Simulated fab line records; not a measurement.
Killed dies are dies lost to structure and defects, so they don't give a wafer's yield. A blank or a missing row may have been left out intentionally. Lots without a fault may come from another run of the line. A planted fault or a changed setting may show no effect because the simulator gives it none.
Chamber matching ; flow n5 finfet ; 4 sister chambers for N5_HKMG_FIN_PWFM_ALD_03 on ald metal-02
The step deposits TiN, target thk 2 nm, pulse time 1 s, purge time 3 s. 4 wafers are shown with their chamber, then 9 later ones without.

## WAFERS, EACH WITH ITS CHAMBER
wafer;chamber;heater power w (W)
L089.4;2;955
L090.2;3;877
L090.3;1;765
L090.5;0;830

## WAFERS WITH NO CHAMBER GIVEN
wafer;heater power w (W)
L093.1;855
L093.4;944
L093.6;882
L095.3;773
L095.5;967
L095.6;883
L097.2;886
L097.4;944
L097.5;846

## THE CHAMBER EACH PASSED THROUGH
wafer;from the rows above;in truth
L093.1;can't be placed: 3 or 0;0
L093.4;2;2
L093.6;3;3
L095.3;1;1
L095.5;2;2
L095.6;3;3
L097.2;3;3
L097.4;2;2
L097.5;can't be placed: 0 or 3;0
7 of 9 placed correctly. Cannot be placed on the basis of these rows: 2; the candidates contain the true chamber in 2. 0 placed wrongly.
How it was worked out, from the rows above alone: a wafer's distance from a chamber is the root of the sum, over the readings, of the square of ((its reading less the chamber's mean) divided by the reading's scatter). The wafer belongs to the nearest chamber; if the next one is less than 2 further off, it can't be placed. A chamber's mean is the mean of its shown wafers. The scatter: root of mean squared gap, hidden wafer to nearest shown wafer, with one shown wafer a chamber.
